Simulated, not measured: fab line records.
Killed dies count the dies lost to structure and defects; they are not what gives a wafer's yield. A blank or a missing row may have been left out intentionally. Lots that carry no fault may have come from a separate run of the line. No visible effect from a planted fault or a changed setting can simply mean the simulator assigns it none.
What tool caused it? | flow n5 finfet | 21 wafers from 7 lots sampled at 8 of the route's 1938 steps

WHAT THE GAUGES SHOWED, per wafer
N5_SD_EPI_N_INSPECT_26: inspects for defects (darkfield).
lot  | measured    | on                | raw defect count
L174 | day 4 07:59 | defect inspect-01 | 267 163 182
L176 | day 4 21:04 | defect inspect-01 | 212 139 179
L179 | day 5 15:05 | defect inspect-01 | 817 811 899
L183 | day 6 17:38 | defect inspect-01 | 216 208 247
L184 | day 6 19:24 | defect inspect-02 | 790 776 788
L191 | day 8 14:02 | defect inspect-01 | 268 259 353
L193 | day 8 23:13 | defect inspect-01 | 241 252 234

N5_SD_EPI_P_INSPECT_11: inspects for defects (macro).
lot  | measured    | on                | raw defect count
L174 | day 4 08:26 | defect inspect-02 | 2 2 4
L176 | day 4 21:32 | defect inspect-02 | 5 4 1
L179 | day 5 15:32 | defect inspect-01 | >300 >300 >300
L183 | day 6 17:58 | defect inspect-02 | 3 5 4
L184 | day 6 19:55 | defect inspect-02 | >300 >300 >300
L191 | day 8 15:14 | defect inspect-01 | 1 1 1
L193 | day 8 23:40 | defect inspect-02 | 1 2 0

N5_SD_EPI_P_INSPECT_26: inspects for defects (darkfield).
lot  | measured    | on                | raw defect count
L174 | day 4 12:13 | defect inspect-02 | 274 136 220
L176 | day 5 01:22 | defect inspect-02 | 203 144 180
L179 | day 5 19:17 | defect inspect-02 | 802 823 833
L183 | day 6 22:34 | defect inspect-02 | 170 190 197
L184 | day 6 23:43 | defect inspect-01 | 714 729 737
L191 | day 8 18:59 | defect inspect-02 | 214 232 256
L193 | day 9 03:25 | defect inspect-01 | 251 185 196

N5_BEOL_M4_RC_MEAS_101.
lot  | measured     | on        | DIBL_N (mV/V)  | DIBL_P (mV/V)  | IOFF_N (nA/um)    | IOFF_P (nA/um)    | ION_N (uA/um) | ION_P (uA/um) | SS_N (mV/dec)  | SS_P (mV/dec)  | VT_N (mV)         | VT_P (mV)
L174 | day 8 23:38  | prober-02 | 36.2 34.4 36.4 | 35.2 33.4 34.8 | 0.150 0.129 0.161 | 0.229 0.214 0.235 | 666 670 667   | 468 471 461   | 71.1 70.6 70.9 | 73.1 72.0 73.4 | 252.7 251.9 248.3 | -247 -250 -247
L176 | day 9 17:58  | prober-01 | 39.1 38.6 38.9 | 38.6 37.1 37.1 | 0.197 0.182 0.195 | 0.257 0.242 0.238 | 682 665 678   | 466 454 458   | 72.3 71.6 73.4 | 73.6 74.0 73.4 | 247.3 248.6 250.4 | -245 -246 -249
L179 | day 10 16:14 | prober-01 | 34.8 36.0 36.4 | 33.3 35.0 35.6 | 0.128 0.153 0.152 | 0.189 0.218 0.225 | 669 679 662   | 468 465 464   | 72.3 71.9 71.5 | 73.1 72.9 72.9 | 252.8 248.1 250.0 | -247 -248 -247
L183 | day 11 07:46 | prober-01 | 35.8 36.0 36.3 | 33.7 34.3 33.9 | 0.151 0.158 0.159 | 0.171 0.180 0.179 | 668 682 673   | 451 462 457   | 72.0 70.8 71.1 | 73.8 73.5 74.0 | 252.2 250.4 250.6 | -260 -255 -255
L184 | day 11 13:34 | prober-01 | 36.8 36.0 35.6 | 34.0 33.6 33.8 | 0.151 0.138 0.136 | 0.169 0.161 0.166 | 666 667 671   | 454 451 457   | 71.4 71.5 71.4 | 72.9 72.5 73.1 | 248.8 253.7 252.2 | -257 -254 -256
L191 | day 13 06:14 | prober-02 | 37.1 36.2 37.1 | 36.6 35.7 37.5 | 0.183 0.157 0.176 | 0.232 0.210 0.248 | 679 667 677   | 465 458 468   | 71.5 71.2 71.0 | 72.9 72.2 73.3 | 246.5 250.3 246.7 | -248 -249 -245
L193 | day 13 19:38 | prober-01 | 35.3 37.3 35.1 | 34.7 35.9 34.5 | 0.137 0.166 0.135 | 0.179 0.192 0.178 | 669 671 668   | 460 452 457   | 71.7 71.9 71.5 | 72.8 72.1 72.3 | 250.5 249.3 253.9 | -255 -252 -253

EACH LOT AND THE TOOL THAT RAN IT (in order: tool; ch and the chambers of the sampled wafers; start)
lot  | N5_DUMMY_GATE_ETCH_42             | N5_SD_EPI_N_STRIP_38                | N5_SD_EPI_P_ETCH_36               | N5_SD_EPI_P_ETCHBACK_46
L174 | rie diel-06 ch 0,1,2, day 4 02:47 | plasma asher-01 ch 0,1, day 4 04:50 | rie diel-04 ch 0,1,2, day 4 08:31 | rie diel-04 ch 0,1,2, day 4 08:53
L176 | rie diel-02 ch 1,3, day 4 13:16   | plasma asher-01 ch 0,1, day 4 17:03 | rie diel-06 ch 1,2,3, day 4 21:41 | rie diel-06 ch 1,2,3, day 4 22:04
L179 | rie diel-02 ch 0,2,3, day 5 09:36 | plasma asher-01 ch 0,1, day 5 11:36 | rie diel-02 ch 0,1,3, day 5 15:36 | rie diel-02 ch 0,1,3, day 5 15:59
L183 | rie diel-04 ch 1,3, day 6 12:16   | plasma asher-02 ch 0,1, day 6 14:25 | rie diel-02 ch 1,2,3, day 6 18:02 | rie diel-02 ch 1,2,3, day 6 18:25
L184 | rie diel-02 ch 0,1, day 6 13:50   | plasma asher-01 ch 0,1, day 6 15:58 | rie diel-02 ch 2,3, day 6 20:00   | rie diel-02 ch 2,3, day 6 20:23
L191 | rie diel-06 ch 0,2, day 8 07:59   | plasma asher-02 ch 0,1, day 8 10:08 | rie diel-02 ch 0,1,3, day 8 15:17 | rie diel-02 ch 0,1,3, day 8 15:40
L193 | rie diel-06 ch 2,3, day 8 17:32   | plasma asher-02 ch 0,1, day 8 20:02 | rie diel-04 ch 0,2,3, day 8 23:44 | rie diel-04 ch 0,2,3, day 9 00:07
- N5_DUMMY_GATE_ETCH_42: etches SiO2 in CHF3/O2, target depth 3.5 nm, time 31 s.
- N5_SD_EPI_N_STRIP_38: strips in N2/H2.
- N5_SD_EPI_P_ETCH_36: etches SiARC in CF4, target depth 45.5 nm, time 75.8 s.
- N5_SD_EPI_P_ETCHBACK_46: etches SiNx in CH3F/O2, stops on SiO2, target depth 17.5 nm.

AS READ BY THE TOOLS THEMSELVES (means over the sampled wafers that have a number; for cases with no such wafer, the mark the record gives instead)
N5_DUMMY_GATE_ETCH_42.
lot  | tool        | drypump motor current A (A) | oes_o_777_au (a.u.) | oes product au (a.u.) | rf vpp V (V) | showerhead plenum p Torr (Torr) | throttle valve pct (%)
L174 | rie diel-06 | 5.85                        | 0.74                | 0.73                  | 42.8         | 2.49                            | 18.93
L176 | rie diel-02 | 5.80                        | 0.72                | 0.71                  | 43.0         | 2.42                            | 19.03
L179 | rie diel-02 | 5.67                        | 0.76                | 0.76                  | 41.9         | 2.41                            | 18.84
L183 | rie diel-04 | 5.71                        | 0.82                | 0.83                  | 43.6         | 2.45                            | 18.95
L184 | rie diel-02 | 5.97                        | 0.75                | 0.74                  | 42.6         | 2.40                            | 19.06
L191 | rie diel-06 | 5.81                        | 0.70                | 0.70                  | 43.0         | 2.48                            | 19.11
L193 | rie diel-06 | 6.02                        | 0.78                | 0.78                  | 43.1         | 2.39                            | 18.91

N5_SD_EPI_N_STRIP_38.
lot  | tool            | drypump motor current A (A) | heater power w (W) | oes product au (a.u.)
L174 | plasma asher-01 | 5.50                        | 329                | 0.754
L176 | plasma asher-01 | 5.53                        | 325                | 0.760
L179 | plasma asher-01 | 5.56                        | 319                | 0.760
L183 | plasma asher-02 | 5.89                        | 322                | 0.762
L184 | plasma asher-01 | 5.48                        | 325                | 0.762
L191 | plasma asher-02 | 5.87                        | 324                | 0.760
L193 | plasma asher-02 | 5.74                        | 301                | 0.755

N5_SD_EPI_P_ETCH_36.
lot  | tool        | drypump motor current A (A) | etch rf on time s (s) | oes product au (a.u.) | rf vpp V (V) | showerhead plenum p Torr (Torr) | throttle valve pct (%)
L174 | rie diel-04 | 5.97                        | 74.8                  | 0.70                  | 184.3        | 2.12                            | 15.60
L176 | rie diel-06 | 5.96                        | 75.4                  | 0.67                  | 184.7        | 2.17                            | 15.69
L179 | rie diel-02 | 5.86                        | 77.3                  | 0.63                  | 184.4        | 2.16                            | 15.86
L183 | rie diel-02 | 5.58                        | 76.8                  | 0.62                  | 183.3        | 2.13                            | 15.73
L184 | rie diel-02 | 5.49                        | 77.2                  | 0.61                  | 183.8        | 2.16                            | 15.70
L191 | rie diel-02 | 5.85                        | 76.2                  | 0.61                  | 184.5        | 2.15                            | 15.89
L193 | rie diel-04 | 5.70                        | 73.8                  | 0.69                  | 183.9        | 2.14                            | 15.59

N5_SD_EPI_P_ETCHBACK_46.
lot  | tool        | drypump motor current A (A) | oes_o_777_au (a.u.) | oes product au (a.u.) | rf vpp V (V) | showerhead plenum p Torr (Torr) | throttle valve pct (%)
L174 | rie diel-04 | 5.98                        | 0.82                | 0.69                  | 297.5        | 1.98                            | 16.33
L176 | rie diel-06 | 5.97                        | 0.78                | 0.66                  | 302.1        | 2.03                            | 16.42
L179 | rie diel-02 | 5.85                        | 0.73                | 0.63                  | 298.2        | 2.02                            | 16.59
L183 | rie diel-02 | 5.61                        | 0.73                | 0.63                  | 296.9        | 1.99                            | 16.46
L184 | rie diel-02 | 5.50                        | 0.72                | 0.62                  | 295.6        | 2.01                            | 16.41
L191 | rie diel-02 | 5.85                        | 0.71                | 0.62                  | 297.6        | 2.01                            | 16.63
L193 | rie diel-04 | 5.69                        | 0.80                | 0.68                  | 297.7        | 2.00                            | 16.32

THE ANSWER, worked out from the rows above alone
Rule: what is usual is taken from the lots themselves. Put in order of their means at a reading, lots are off if they are a third of the lots or fewer, leave a main group of 4 or more, and stand apart from it by a gap of 3 or more times the standard deviation of the main group's means; of several such gaps the widest counts. The tables above print the reading to a certain number of digits; a main group whose means all agree to those digits is not used. Also off: a lot with no number at a reading for which 4 or more lots have one. Any other lot the step has rows for is counted as sound. Order of review: gauges by route order, followed by the tools' own readings, for which a lot's mean as printed above is used. The first step at which some lot is off is used, and at that step the reading that is off furthest; a lot without a number counts as furthest.
Off at N5_SD_EPI_N_INSPECT_26 (raw defect count): L179, L184. The main group has a mean of 228 with a standard deviation of 39.
If a tool, at a process step before that reading, ran all the lots that are off and no sound lot after the first of them, it fits. Those tools and the gauges at N5_SD_EPI_N_INSPECT_26 are tried in the same way. Can't be told from this: 2 tools fit, rie diel-02 at N5_DUMMY_GATE_ETCH_42, plasma asher-01 at N5_SD_EPI_N_STRIP_38.

WHAT HAD BEEN PUT IN BY THE SIMULATOR
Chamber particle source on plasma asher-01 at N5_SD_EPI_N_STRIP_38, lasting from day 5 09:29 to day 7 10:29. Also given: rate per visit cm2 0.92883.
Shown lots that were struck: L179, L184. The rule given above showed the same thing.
